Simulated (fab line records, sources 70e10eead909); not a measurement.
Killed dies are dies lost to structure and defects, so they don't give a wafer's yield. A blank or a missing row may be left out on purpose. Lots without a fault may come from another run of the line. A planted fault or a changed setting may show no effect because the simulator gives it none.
Tool commonality check | flow nand_harc | 5 lots, 13 wafers sampled

WHY IT WAS OPENED
At NHARC_END_SORT_01 the reading sort_bin_3_pct is flagged on 2 of 5 lots. Wafers without a fault read 0.25 %, standard deviation 0.23.
Rule: a lot is flagged when every wafer of it that has a number lies more than 4 standard deviations from that mean, or none has a number. The other lots count as sound.

lot  | measured     | on        | sort_bin_3_pct (%), wafer by wafer | flag
L875 | day 20 02:56 | prober-01 | 0 0.15 0                           |
L885 | day 21 12:47 | prober-02 | 3.40 4.73 3.69                     | FLAGGED
L884 | day 21 22:05 | prober-02 | 4.87 4.43 5.02                     | FLAGGED
L890 | day 22 07:10 | prober-02 | 0                                  |
L892 | day 23 12:58 | prober-02 | 0.59 0 0                           |
The numbers of the flagged lots are 4.36 % on average: +4.11 % against the usual, or +18 standard deviations.

WHICH TOOL RAN EACH LOT
The record holds 4 process steps before the reading, out of a route of 1159 steps. In each cell: the tool, then ch and the chambers that the sampled wafers went through, then the start.
lot  | flag    | NHARC_A_BONDPAD_STRIP_16            | NHARC_THIN_TSV_DEP_43           | NHARC_THIN_TSV_STRIP_62              | NHARC_THIN_TSV_PVD_19
L875 |         | wet_bench-08 ch 0,1,5, day 18 10:46 | pecvd-04 ch 0,2, day 19 08:19   | plasma_asher-01 ch 0,1, day 19 11:44 | pvd_sputter-02, day 20 02:56 or earlier
L885 | FLAGGED | wet_bench-08 ch 0,1,6, day 20 03:32 | pecvd-04 ch 0,1, day 20 20:46   | plasma_asher-02 ch 0,1, day 21 00:13 | pvd_sputter-02, day 21 12:47 or earlier
L884 | FLAGGED | wet_bench-08 ch 0,1,7, day 20 14:14 | pecvd-04 ch 1,2, day 21 05:29   | plasma_asher-01 ch 0,1, day 21 08:59 | pvd_sputter-01, day 21 22:05 or earlier
L890 |         | wet_bench-10 ch 5,6,7, day 21 01:04 | pecvd-03 ch 1,2, day 21 14:42   | plasma_asher-01 ch 0,1, day 21 18:08 | pvd_sputter-03, day 22 07:10 or earlier
L892 |         | wet_bench-10 ch 2,6,7, day 22 06:26 | pecvd-04 ch 0,1,2, day 22 20:28 | plasma_asher-01 ch 0,1, day 23 00:11 | pvd_sputter-01, day 23 12:58 or earlier
What these steps do:
- NHARC_A_BONDPAD_STRIP_16: strips in post etch residue remover, time 600 s.
- NHARC_THIN_TSV_DEP_43: deposits SiO2, target thk 1328.5 nm.
- NHARC_THIN_TSV_STRIP_62: strips in N2/H2, time 20 s.
- NHARC_THIN_TSV_PVD_19: deposits TaN, target thk 20 nm.
- NHARC_END_SORT_01

FLAGGED OVER TOTAL, TOOL BY TOOL (the gauges that took the reading come last)
step                     | tool            | lots run | flagged | share of the flagged lots | sound lots run after its first flagged lot
NHARC_A_BONDPAD_STRIP_16 | wet_bench-08    | 3        | 2       | all                       | 0
NHARC_A_BONDPAD_STRIP_16 | wet_bench-10    | 2        | 0       | none                      | -
NHARC_THIN_TSV_DEP_43    | pecvd-03        | 1        | 0       | none                      | -
NHARC_THIN_TSV_DEP_43    | pecvd-04        | 4        | 2       | all                       | 1 (L892)
NHARC_THIN_TSV_STRIP_62  | plasma_asher-01 | 4        | 1       | some                      | 2 (L890,L892)
NHARC_THIN_TSV_STRIP_62  | plasma_asher-02 | 1        | 1       | some                      | 0
NHARC_THIN_TSV_PVD_19    | pvd_sputter-01  | 2        | 1       | some                      | 1 (L892)
NHARC_THIN_TSV_PVD_19    | pvd_sputter-02  | 2        | 1       | some                      | 0
NHARC_THIN_TSV_PVD_19    | pvd_sputter-03  | 1        | 0       | none                      | -
NHARC_END_SORT_01        | prober-01       | 1        | 0       | none                      | -
NHARC_END_SORT_01        | prober-02       | 4        | 2       | all                       | 2 (L890,L892)
NHARC_THIN_TSV_PVD_19 gives no start for some lots, so the hours and the order of its lots are those of NHARC_END_SORT_01.

WHAT THE TABLE ALLOWS
3 rows of the table ran every flagged lot: wet_bench-08 at NHARC_A_BONDPAD_STRIP_16, pecvd-04 at NHARC_THIN_TSV_DEP_43, prober-02 at NHARC_END_SORT_01.
- wet_bench-08 at NHARC_A_BONDPAD_STRIP_16: 2 of its 3 lots flagged. Its last sound lot is L875 (day 18 10:46), its first flagged lot L885 (day 20 03:32): a fault that began between those two fits.
- pecvd-04 at NHARC_THIN_TSV_DEP_43: 2 of its 4 lots flagged. Sound lots ran on it after the first flagged one (L892), which a lasting fault on the whole tool wouldn't allow.
- prober-02 at NHARC_END_SORT_01: 2 of its 4 lots flagged. Sound lots ran on it after the first flagged one (L890, L892), which a lasting fault on the whole tool wouldn't allow.
One tool is left: wet_bench-08 at NHARC_A_BONDPAD_STRIP_16.

WHAT THE SIMULATOR HAD PUT IN
Chamber particle source: wet_bench-08, from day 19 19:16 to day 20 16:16, at NHARC_A_BONDPAD_STRIP_16. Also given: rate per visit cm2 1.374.
Lots struck among those shown: L885, L884. The rule above found the same.
